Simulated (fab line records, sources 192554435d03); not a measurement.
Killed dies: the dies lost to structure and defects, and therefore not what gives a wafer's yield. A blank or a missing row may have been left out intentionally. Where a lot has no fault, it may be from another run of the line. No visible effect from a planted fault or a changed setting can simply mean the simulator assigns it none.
fab line records	flow n5Finfet
record: lots: 7	wafers: 21
route steps=1938 shown BEOL_M11@1541 BEOL_M12@1639 BEOL_M13@1694
startH: hours from the record's first day to the start of the lot's first wafer shown	waitH: how many hours have passed since the lot's step before this one	" unchanged from the row above	L1.1+2: a row that stands for several wafers	- no value, or no start given	* or withheld: withheld	< > ~ a bound
route shown NAME@n: names a module that has steps shown in the file, with the first one's number in the route	usual: average and standard deviation across the fault-free wafers	same: alike in all rows	chamber/n: place in a boat	sites: the reading at each site	_std_site: the values' standard deviation	_edge_site: mean of outer sites minus mean of inner sites	radiusMm: how far each site lies from the wafer's centre	mask NAME#n: copy n	behind: tool/chamber where the wafer was last shaped	hold: the reason the lot was held/the length of the hold in hours/how it ended	device: the n, p or np transistor that did not switch	end of line: tests run on the same wafers once the route is complete	a step without rows: its recipe alone	killed: count of dies lost to structure and defects at first sort (not the wafer's yield)	map: per-die view of a wafer (x killed, . not killed, _ where there is no die)
set.NAME: the setting as run; set.NAME@STEP: as run at that earlier step	model.NAME: the simulator's own value behind a step, which no gauge read
lots where settings were altered on purpose, with a table for each step and a row for each wafer
== steps ==
step: N5_BEOL_M11_COAT_59
recipe: resist: SOC	tempC: 250	timeS: 60	spinRpm: 1500	resistThkNm: 100
lot.wafer	tool	chamber	startH	waitH	set.spinRpm	model.SOC_of_BEOL_M11_COAT_59.thkNm
L080.1	lithoTrack-04	0	271.05	0.1	1559	98
L080.2	"	0	"	"	1500	99.4
L080.4	"	0	"	"	1559	97.8
L089.1	lithoTrack-02	0	350.14	0.1	1423	102.4
L089.3	"	0	"	"	1423	102.6
L089.4	"	0	"	"	1500	99.8
L087.1	lithoTrack-01	0	350.24	0.1	1500	100.4
L087.5	"	0	"	"	1500	101
L087.6	"	0	"	"	1500	100.8
L093.1	lithoTrack-02	0	355.54	0.1	1581	97.2
L093.2	"	0	"	"	1500	99.6
L093.5	"	0	"	"	1500	100
L091.1+3	lithoTrack-02	0	365.04	0.1	1392	103.6
L091.5	"	0	"	"	1500	100
L092.3	lithoTrack-02	0	375.20	0.1	1500	99.6
L092.4	"	0	"	"	1500	100
L092.5	"	0	"	"	1500	99.8
L095.2	lithoTrack-01	0	375.28	0.1	1543	98.8
L095.3	"	0	"	"	1500	100.2
L095.6	"	0	"	"	1543	99
step: N5_BEOL_M11_EXPOSE_08
recipe: maskId: M11	na: 1.35	sourceShape: dipole	sigmaInner: 0.411	sigmaOuter: 0.611	polarization: te	doseMj: 53.75
lot.wafer	tool	chamber	startH	waitH	mask	set.doseMj
L080.1	arfiScanner-01	0	271.29	-	M11#0	53.75
L080.2+4	"	0	"	"	M11#0	50.35
L089.1+3+4	arfiScanner-01	0	350.26	-	M11#0	53.75
L087.1+6	arfiScanner-03	0	350.48	-	M11#0	57.75
L087.5	"	0	"	"	M11#0	53.75
L093.1+5	arfiScanner-01	0	355.78	-	M11#0	57.2
L093.2	"	0	"	"	M11#0	53.75
L091.1	arfiScanner-01	0	365.16	-	M11#0	51.19
L091.3+5	"	0	"	"	M11#0	53.75
L092.3+4+5	arfiScanner-02	0	375.46	-	M11#0	53.75
L095.2+6	arfiScanner-03	0	375.61	-	M11#0	53.75
L095.3	"	0	"	"	M11#0	57.06
step: N5_BEOL_M11_PEB_09
recipe: pebTempC: withheld	pebTimeS: 60	resist: CAR-ArF
step: N5_BEOL_M11_DEVELOP_10
recipe: developTimeS: 30	developer: TMAH	resist: CAR-ArF	rinseLiquid: diw	dry: airSpin	devTempC: 23
step: N5_BEOL_M11_CD_MEAS_11
recipe: targetCdNm: 64.1	landingEnergyEv: 500	detector: seInlens	polarity: opening
usual: cdNm: 64.0/0.63
lot.wafer	tool	chamber	startH	waitH	set.doseMj@BEOL_M11_EXPOSE_08	cdNm
L080.1	cdSem-03	0	271.42	-	53.75	64.8
L080.2	"	0	"	"	50.35	61.4
L080.4	"	0	"	"	50.35	60.6
L089.1	cdSem-03	0	350.38	-	53.75	64.6
L089.3	"	0	"	"	53.75	64.3
L089.4	"	0	"	"	53.75	64.4
L087.1	cdSem-03	0	350.61	-	57.75	67.8
L087.5	"	0	"	"	53.75	63.2
L087.6	"	0	"	"	57.75	68.4
L093.1	cdSem-01	0	355.91	-	57.2	67.4
L093.2	"	0	"	"	53.75	63.5
L093.5	"	0	"	"	57.2	67.4
L091.1	cdSem-03	0	365.29	-	51.19	61.9
L091.3	"	0	"	"	53.75	65.1
L091.5	"	0	"	"	53.75	64.2
L092.3	cdSem-02	0	375.57	-	53.75	63.3
L092.4	"	0	"	"	53.75	63.5
L092.5	"	0	"	"	53.75	64.3
L095.2	cdSem-02	0	375.73	-	53.75	64.6
L095.3	"	0	"	"	57.06	67.5
L095.6	"	0	"	"	53.75	63.9
step: N5_BEOL_M11_DESCUM_16
recipe: chemistry: O2	timeS: 7.9	sourcePowerW: 50	biasPowerW: 20	pressureMtorr: 20	rfFrequencyHz: 2.712e+07	tempC: 40	resist: CAR-ArF	o2FlowSccm: 225
step: N5_BEOL_M11_ETCH_61
recipe: chemistry: CF4	target: SiARC	targetDepthA: 390	maskMaterial: CAR-ArF	timeS: 65	ionEnergyEv: 80	pressureMtorr: 40	sourceW: 545	biasW: 36	Ar_flow_sccm: 100	cf4FlowSccm: 100	ends: cleared
lot.wafer	tool	chamber	startH	waitH	set.doseMj@BEOL_M11_EXPOSE_08	model.BEOL_M11.cdOffsetNm
L080.1	rieDiel-06	2	271.54	0.0	53.75	0.4
L080.2	"	3	"	"	50.35	-2.6
L080.4	"	0	"	"	50.35	-3.4
L089.1	rieDiel-05	0	350.51	0.0	53.75	1.2
L089.3	"	2	"	"	53.75	0.6
L089.4	"	3	"	"	53.75	0.2
L087.1	rieDiel-05	2	350.76	0.0	57.75	3.6
L087.5	"	0	"	"	53.75	-0.6
L087.6	"	1	"	"	57.75	4.2
L093.1	rieDiel-06	3	356.03	0.0	57.2	3.6
L093.2	"	0	"	"	53.75	-0.4
L093.5	"	2	"	"	57.2	3
L091.1	rieDiel-06	2	365.70	0.0	51.19	-2.8
L091.3	"	0	"	"	53.75	0.4
L091.5	"	2	"	"	53.75	0
L092.3	rieDiel-02	0	375.69	0.0	53.75	-0.8
L092.4	"	3	"	"	53.75	-1.2
L092.5	"	0	"	"	53.75	0.2
L095.2	rieDiel-06	1	376.11	0.0	53.75	0.2
L095.3	"	3	"	"	57.06	3.6
L095.6	"	2	"	"	53.75	-0.4
step: N5_BEOL_M11_ETCH_62
recipe: chemistry: N2/H2	target: SOC	targetDepthA: 1100	overetchA: 220	maskMaterial: SiARC	tempC: 40	timeS: 165	ionEnergyEv: 200	pressureMtorr: 30	sourceW: 840	biasW: 150	n2FlowSccm: 200	h2FlowSccm: 200
lot.wafer	tool	chamber	startH	waitH	set.spinRpm@BEOL_M11_COAT_59	set.doseMj@BEOL_M11_EXPOSE_08	model.BEOL_M11.cdOffsetNm	model.etch.depthNm
L080.1	rieDiel-06	2	271.59	0.0	1559	53.75	-0.2	97.93
L080.2	"	3	"	"	1500	50.35	-2.8	99.46
L080.4	"	0	"	"	1559	50.35	-3.4	97.86
L089.1	rieDiel-05	0	350.56	0.0	1423	53.75	1.2	102.5
L089.3	"	2	"	"	1423	53.75	1	102.5
L089.4	"	3	"	"	1500	53.75	0.8	99.79
L087.1	rieDiel-05	2	350.81	0.0	1500	57.75	3.8	100.4
L087.5	"	0	"	"	1500	53.75	-0.8	101
L087.6	"	1	"	"	1500	57.75	4.2	100.7
L093.1	rieDiel-06	3	356.08	0.0	1581	57.2	3.4	97.21
L093.2	"	0	"	"	1500	53.75	-0.4	99.68
L093.5	"	2	"	"	1500	57.2	2.8	99.91
L091.1	rieDiel-06	2	365.75	0.0	1392	51.19	-2.8	103.7
L091.3	"	0	"	"	1392	53.75	0.6	103.6
L091.5	"	2	"	"	1500	53.75	-0.2	99.91
L092.3	rieDiel-02	0	375.74	0.0	1500	53.75	-0.6	99.52
L092.4	"	3	"	"	1500	53.75	-1.6	99.94
L092.5	"	0	"	"	1500	53.75	0.2	99.76
L095.2	rieDiel-06	1	376.16	0.0	1543	53.75	0.4	98.77
L095.3	"	3	"	"	1500	57.06	3.6	100.2
L095.6	"	2	"	"	1543	53.75	-0.6	99.08
step: N5_BEOL_M11_STRIP_68
recipe: chemistry: N2/H2	tempC: 40	n2FlowSccm: 200	h2FlowSccm: 200	rfFrequencyHz: 6e+07
step: N5_BEOL_M11_STRIP_67
recipe: chemistry: CF4	resist: SiARC	powerW: 300	biasPowerW: 75	pressureMtorr: 50	cf4FlowSccm: 150	rfFrequencyHz: 6e+07
step: N5_BEOL_M11_HM_OPEN_17
recipe: chemistry: Cl2/BCl3	targetDepthA: 200	overetchA: 60	target: TiN	maskMaterial: SOC	ionEnergyEv: 150	pressureMtorr: 10	icpW: 1000	biasW: 126	Cl2_flow_sccm: 53.25	bcl3FlowSccm: 21.75	Ar_flow_sccm: 25
lot.wafer	tool	chamber	startH	waitH	set.spinRpm@BEOL_M11_COAT_59	model.SOC_of_BEOL_M11_COAT_59.thkNm
L080.1+4	rieMetal-03	0	271.78	0.0	1559	90.2
L080.2	"	1	"	"	1500	91.4
L089.1+3	rieMetal-03	0	350.74	0.0	1423	94.8
L089.4	"	0	"	"	1500	92.2
L087.1	rieMetal-03	0	351.00	0.0	1500	92.6
L087.5	"	0	"	"	1500	93.2
L087.6	"	0	"	"	1500	93
L093.1	rieMetal-03	0	356.27	0.0	1581	89.6
L093.2	"	1	"	"	1500	91.8
L093.5	"	1	"	"	1500	92
L091.1	rieMetal-02	1	365.94	0.0	1392	95.8
L091.3	"	1	"	"	1392	95.6
L091.5	"	1	"	"	1500	92
L092.3	rieMetal-01	0	375.96	0.1	1500	91.4
L092.4	"	1	"	"	1500	91.8
L092.5	"	0	"	"	1500	91.6
L095.2	rieMetal-03	0	376.34	0.0	1543	91
L095.3	"	0	"	"	1500	92.4
L095.6	"	0	"	"	1543	91.4
step: N5_BEOL_M11_STRIP_19
recipe: chemistry: O2	powerW: 400	tempC: 40	pressureMtorr: 30	rfFrequencyHz: 6e+07	biasPowerW: 0	overashFraction: 0.2	o2FlowSccm: 225
step: N5_BEOL_M11_CD_MEAS_18
recipe: pitchNm: 140	targetCdNm: 70
usual: cdNm: 70.0/0.64
lot.wafer	tool	chamber	startH	waitH	set.doseMj@BEOL_M11_EXPOSE_08	cdNm
L080.1	cdSem-03	-	271.99	0.0	53.75	69.8
L080.2	"	-	"	"	50.35	66.7
L080.4	"	-	"	"	50.35	66.3
L089.1	cdSem-03	-	351.02	0.0	53.75	71.2
L089.3	"	-	"	"	53.75	70.9
L089.4	"	-	"	"	53.75	70.8
L087.1	cdSem-02	-	351.27	0.0	57.75	73.7
L087.5	"	-	"	"	53.75	68.9
L087.6	"	-	"	"	57.75	74.2
L093.1	cdSem-01	-	356.57	0.0	57.2	73.3
L093.2	"	-	"	"	53.75	69.4
L093.5	"	-	"	"	57.2	72.7
L091.1	cdSem-02	-	366.21	0.0	51.19	67.1
L091.3	"	-	"	"	53.75	70.4
L091.5	"	-	"	"	53.75	69.8
L092.3	cdSem-03	-	376.12	0.1	53.75	69.7
L092.4	"	-	"	"	53.75	68.5
L092.5	"	-	"	"	53.75	70.1
L095.2	cdSem-02	-	376.53	0.1	53.75	70.5
L095.3	"	-	"	"	57.06	73.5
L095.6	"	-	"	"	53.75	69.2
step: N5_BEOL_M11_COAT_63
recipe: resist: SOC	tempC: 250	timeS: 60	spinRpm: 1500	resistThkNm: 100
step: N5_BEOL_M11_COAT_64
recipe: resist: SiARC	tempC: 220	timeS: 60	spinRpm: 1500	resistThkNm: 30
step: N5_BEOL_M11_PRECLEAN_42
recipe: chemistry: residueRemover	timeS: 60	tempC: 40
step: N5_BEOL_M11_SRD_43
recipe: timeS: 30	tempC: 23	rinseLiquid: diw	dry: ipaMarangoni
step: N5_BEOL_M11_CD_MEAS_35
recipe: targetCdNm: 70	polarity: opening
usual: cdNm: 69.9/0.69
lot.wafer	tool	chamber	startH	waitH	set.doseMj@BEOL_M11_EXPOSE_08	cdNm
L080.1	cdSem-02	-	274.59	0.0	53.75	69.7
L080.2	"	-	"	"	50.35	67.1
L080.4	"	-	"	"	50.35	66.6
L089.1	cdSem-02	-	356.32	0.0	53.75	71.0
L089.3	"	-	"	"	53.75	70.8
L089.4	"	-	"	"	53.75	70.6
L087.1	cdSem-01	-	357.15	0.0	57.75	74.0
L087.5	"	-	"	"	53.75	69.2
L087.6	"	-	"	"	57.75	73.7
L093.1	cdSem-02	-	361.32	0.0	57.2	73.0
L093.2	"	-	"	"	53.75	69.6
L093.5	"	-	"	"	57.2	73.1
L091.1	cdSem-01	-	369.96	0.0	51.19	67.5
L091.3	"	-	"	"	53.75	70.5
L091.5	"	-	"	"	53.75	69.7
L092.3	cdSem-03	-	380.25	0.0	53.75	69.5
L092.4	"	-	"	"	53.75	68.6
L092.5	"	-	"	"	53.75	69.8
L095.2	cdSem-01	-	380.60	0.0	53.75	70.2
L095.3	"	-	"	"	57.06	73.5
L095.6	"	-	"	"	53.75	69.1
step: N5_BEOL_M12_TRENCH_ETCH_34
recipe: chemistry: C4F8/O2/Ar	target: SiOC	targetDepthA: 3189.5	maskMaterial: SOC	pressureMtorr: 30	sourceW: 3000	biasW: 700	Ar_flow_sccm: 400	C4F8_flow_sccm: 15	O2_flow_sccm: 8	heInnerTorr: 15	heOuterTorr: 30	timeS: 125.5	ionEnergyEv: 250
lot.wafer	tool	chamber	startH	waitH	set.timeS	model.etch.depthNm
L080.1	rieDiel-01	1	279.60	0.0	117.1	303.7
L080.2	"	3	"	"	125.5	324.8
L080.4	"	2	"	"	117.1	306.5
L089.1	rieDiel-04	0	360.46	0.0	138.8	349.6
L089.3	"	3	"	"	138.8	352
L089.4	"	2	"	"	138.8	354.2
L087.1	rieDiel-03	0	363.19	0.0	113.8	281.6
L087.5	"	2	"	"	125.5	321.5
L087.6	"	1	"	"	113.8	295.4
L093.1	rieDiel-03	2	366.19	0.0	125.5	318.9
L093.2	"	3	"	"	141.3	354.2
L093.5	"	3	"	"	125.5	315.9
L091.1	rieDiel-03	3	374.27	0.0	115	293.9
L091.3	"	2	"	"	125.5	323.5
L091.5	"	2	"	"	125.5	322.1
L092.3	rieDiel-01	0	385.28	0.0	125.5	320.6
L092.4	"	3	"	"	125.5	318.3
L092.5	"	0	"	"	125.5	321.5
L095.2	rieDiel-01	2	386.04	0.0	140.1	363.2
L095.3	"	0	"	"	125.5	323.2
L095.6	"	2	"	"	125.5	326.6
step: N5_BEOL_M12_STRIP_70
recipe: chemistry: C4F8/O2/Ar	resist: SiARC	rfFrequencyHz: 6e+07
step: N5_BEOL_M12_OCD_MEAS_35
usual: trenchDepthNm: 320/5.1
lot.wafer	tool	chamber	startH	waitH	set.timeS@BEOL_M12_TRENCH_ETCH_34	trenchDepthNm
L080.1	ocd-01	-	279.75	0.0	117.1	303
L080.2	"	-	"	"	125.5	325
L080.4	"	-	"	"	117.1	306
L089.1	ocd-02	-	360.61	0.0	138.8	349
L089.3	"	-	"	"	138.8	352
L089.4	"	-	"	"	138.8	354
L087.1	ocd-01	-	363.35	0.0	113.8	282
L087.5	"	-	"	"	125.5	322
L087.6	"	-	"	"	113.8	295
L093.1	ocd-02	-	366.35	0.0	125.5	319
L093.2	"	-	"	"	141.3	354
L093.5	"	-	"	"	125.5	316
L091.1	ocd-01	-	374.43	0.0	115	294
L091.3	"	-	"	"	125.5	323
L091.5	"	-	"	"	125.5	322
L092.3	ocd-02	-	385.43	0.0	125.5	320
L092.4	"	-	"	"	125.5	318
L092.5	"	-	"	"	125.5	322
L095.2	ocd-02	-	386.20	0.0	140.1	363
L095.3	"	-	"	"	125.5	323
L095.6	"	-	"	"	125.5	326
step: N5_BEOL_M12_STRIP_37
recipe: chemistry: N2/H2	powerW: 1000	tempC: 250	h2Frac: 0.65	overashFraction: 0.3	pressureMtorr: withheld	n2FlowSccm: 1750	h2FlowSccm: 3250
step: N5_BEOL_M12_ETCH_38
recipe: chemistry: CF4/N2	target: SiCN	targetDepthA: 687	taperDeg: 2	timeS: 73.4	ionEnergyEv: 150	maskMaterial: SiO2	pressureMtorr: 40	sourceW: 430	biasW: 70	Ar_flow_sccm: 100	cf4FlowSccm: 60	n2FlowSccm: 60
step: N5_BEOL_M12_ECD_47
recipe: material: Cu	targetThkA: 7200
step: N5_BEOL_M12_ANNEAL_48
recipe: tempC: 225	timeS: 90	ambient: N2
step: N5_BEOL_M12_CMP_49
recipe: stopOn: SiOC	tOverpolishS: 20.6	downForcePsi: 1	platenRpm: 50	clearingPlatenDownForcePsi: 1.5	clearingPlatenRpm: 50	postCmpClean: cuAlkaline	targetThkNm: 320	clearingPlatenPadVelocityMS: 0.99484	padVelocityMS: 0.99484
lot.wafer	tool	chamber	startH	waitH	set.timeS@BEOL_M12_TRENCH_ETCH_34	model.Cu_of_BEOL_M12_ECD_47.thkNm
L080.4	cmp-03	3	283.27	0.2	117.1	308.2
L080.2	"	0	"	"	125.5	326.2
L080.1	"	1	"	"	117.1	304.8
L089.1+3	cmp-03	3,0	363.09	0.3	138.8	353.8
L089.4	"	1	"	"	138.8	356
L087.1	cmp-02	2	365.91	0.3	113.8	280.2
L087.5	"	2	"	"	125.5	321
L087.6	"	3	"	"	113.8	293.4
L093.2	cmp-04	3	372.39	0.2	141.3	355
L093.1	"	2	"	"	125.5	320.2
L093.5	"	3	"	"	125.5	316.2
L091.1	cmp-03	2	376.19	0.3	115	295
L091.3	"	0	"	"	125.5	325.2
L091.5	"	2	"	"	125.5	323.4
L092.4	cmp-02	3	393.01	0.2	125.5	319.2
L092.3	"	0	"	"	125.5	323.8
L092.5	"	2	"	"	125.5	320.8
L095.3	cmp-03	3	393.86	0.2	125.5	326.4
L095.2	"	1	"	"	140.1	363.4
L095.6	"	3	"	"	125.5	330
step: N5_BEOL_M12_THK_MEAS_50
recipe: thkMeasGauge: xrf	reads: Cu_of_BEOL_M12_ECD_47
usual: M12_THK: 331/6
lot.wafer	tool	chamber	startH	waitH	set.timeS@BEOL_M12_TRENCH_ETCH_34	M12_THK[nm]
L080.1	filmMetro-02	-	283.53	-	117.1	314
L080.2	"	-	"	"	125.5	339
L080.4	"	-	"	"	117.1	319
L089.1	filmMetro-02	-	363.35	-	138.8	366
L089.3	"	-	"	"	138.8	365
L089.4	"	-	"	"	138.8	369
L087.1	filmMetro-01	-	366.21	-	113.8	288
L087.5	"	-	"	"	125.5	332
L087.6	"	-	"	"	113.8	303
L093.1	filmMetro-01	-	372.69	-	125.5	329
L093.2	"	-	"	"	141.3	363
L093.5	"	-	"	"	125.5	325
L091.1	filmMetro-01	-	376.44	-	115	301
L091.3	"	-	"	"	125.5	334
L091.5	"	-	"	"	125.5	332
L092.3	filmMetro-01	-	393.23	-	125.5	334
L092.4	"	-	"	"	125.5	329
L092.5	"	-	"	"	125.5	330
L095.2	filmMetro-01	-	394.16	-	140.1	369
L095.3	"	-	"	"	125.5	331
L095.6	"	-	"	"	125.5	336
step: N5_BEOL_M12_PRE_CLEAN_52
recipe: gas: NH3	timeS: 15	tempC: withheld	rfPowerW: 300
step: N5_BEOL_M12_DEP_53
recipe: material: SiCN	targetThkA: 300	tempC: withheld	precursor: 3MS/NH3	pressureTorr: 3	rfW: 675	timeS: 10.5
step: N5_BEOL_M12_RS_MEAS_54
recipe: thkMeasGauge: four-point-probe	reads: Cu_of_BEOL_M12_ECD_47+Ta_of_BEOL_M12_SPUTTER_44+TaN_of_BEOL_M12_SPUTTER_43
usual: M12_RS: 0.0597/0.001
lot.wafer	tool	chamber	startH	waitH	set.timeS@BEOL_M12_TRENCH_ETCH_34	M12_RS[ohm/sq]
L080.1	filmMetro-01	-	283.65	0.0	117.1	0.0633
L080.2	"	-	"	"	125.5	0.0591
L080.4	"	-	"	"	117.1	0.0625
L089.1	filmMetro-02	-	363.48	0.0	138.8	0.0538
L089.3	"	-	"	"	138.8	0.0540
L089.4	"	-	"	"	138.8	0.0537
L087.1	filmMetro-01	-	366.33	0.0	113.8	0.0690
L087.5	"	-	"	"	125.5	0.0599
L087.6	"	-	"	"	113.8	0.0658
L093.1	filmMetro-02	-	372.81	0.0	125.5	0.0599
L093.2	"	-	"	"	141.3	0.0538
L093.5	"	-	"	"	125.5	0.0607
L091.1	filmMetro-01	-	376.57	0.0	115	0.0656
L091.3	"	-	"	"	125.5	0.0590
L091.5	"	-	"	"	125.5	0.0594
L092.3	filmMetro-02	-	393.36	0.0	125.5	0.0592
L092.4	"	-	"	"	125.5	0.0601
L092.5	"	-	"	"	125.5	0.0597
L095.2	filmMetro-01	-	394.28	0.0	140.1	0.0527
L095.3	"	-	"	"	125.5	0.0589
L095.6	"	-	"	"	125.5	0.0582
step: N5_BEOL_M13_ETCH_68
recipe: chemistry: N2/H2	target: SOC	maskMaterial: SiARC	sourceW: 3000	biasW: 350	tempC: 40	timeS: 355	ionEnergyEv: 200	pressureMtorr: 30	n2FlowSccm: 200	h2FlowSccm: 200
lot.wafer	tool	chamber	startH	waitH	set.timeS	model.SiARC_of_BEOL_M13_COAT_66.thkNm
L080.1	rieDiel-05	2	285.71	0.1	355	76.8
L080.2	"	1	"	"	355	77.4
L080.4	"	3	"	"	355	76.2
L089.1	rieDiel-02	2	365.57	0.1	287.1	83.2
L089.3	"	3	"	"	355	76
L089.4	"	1	"	"	355	77
L087.1	rieDiel-02	3	368.11	0.1	355	76
L087.5	"	0	"	"	355	77.6
L087.6	"	3	"	"	355	76.2
L093.1	rieDiel-05	2	374.67	0.1	355	75.8
L093.2	"	0	"	"	355	76
L093.5	"	1	"	"	426.6	69.2
L091.1+5	rieDiel-05	0,2	378.30	0.1	355	76.2
L091.3	"	1	"	"	355	75.8
L092.3+4	rieDiel-06	3,2	395.27	0.1	355	77.6
L092.5	"	3	"	"	355	78
L095.2	rieDiel-06	3	396.72	0.1	279.9	84.8
L095.3	"	0	"	"	355	76.8
L095.6	"	2	"	"	355	78
== key ==
split: step: N5_BEOL_M11_COAT_59	setting: spinRpm	stated: 1500	by: wafer
response: step: N5_BEOL_M11_COAT_59	reading: model.SOC_of_BEOL_M11_COAT_59.thkNm	change: -0.484	per: 1%	r: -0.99
response: step: N5_BEOL_M11_ETCH_62	reading: model.etch.depthNm	change: -0.492	per: 1%	r: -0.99
response: step: N5_BEOL_M11_HM_OPEN_17	reading: model.SOC_of_BEOL_M11_COAT_59.thkNm	change: -0.462	per: 1%	r: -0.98
split: step: N5_BEOL_M11_EXPOSE_08	setting: doseMj	stated: 53.75	by: wafer
response: step: N5_BEOL_M11_CD_MEAS_11	reading: cdNm	change: +0.601	per: 1%	r: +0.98
response: step: N5_BEOL_M11_ETCH_61	reading: model.BEOL_M11.cdOffsetNm	change: +0.587	per: 1%	r: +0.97
response: step: N5_BEOL_M11_ETCH_62	reading: model.BEOL_M11.cdOffsetNm	change: +0.576	per: 1%	r: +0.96
response: step: N5_BEOL_M11_CD_MEAS_18	reading: cdNm	change: +0.603	per: 1%	r: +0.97
response: step: N5_BEOL_M11_CD_MEAS_35	reading: cdNm	change: +0.564	per: 1%	r: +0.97
split: step: N5_BEOL_M12_TRENCH_ETCH_34	setting: timeS	stated: 125.5	by: wafer
response: step: N5_BEOL_M12_TRENCH_ETCH_34	reading: model.etch.depthNm	change: +3.21	per: 1%	r: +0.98
response: step: N5_BEOL_M12_OCD_MEAS_35	reading: trenchDepthNm	change: +3.19	per: 1%	r: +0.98
response: step: N5_BEOL_M12_CMP_49	reading: model.Cu_of_BEOL_M12_ECD_47.thkNm	change: +3.17	per: 1%	r: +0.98
response: step: N5_BEOL_M12_THK_MEAS_50	reading: M12_THK	change: +3.3	per: 1%	r: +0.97
response: step: N5_BEOL_M12_RS_MEAS_54	reading: M12_RS	change: -0.000601	per: 1%	r: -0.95
split: step: N5_BEOL_M13_ETCH_68	setting: timeS	stated: 355	by: wafer
response: step: N5_BEOL_M13_ETCH_68	reading: model.SiARC_of_BEOL_M13_COAT_66.thkNm	change: -0.344	per: 1%	r: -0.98
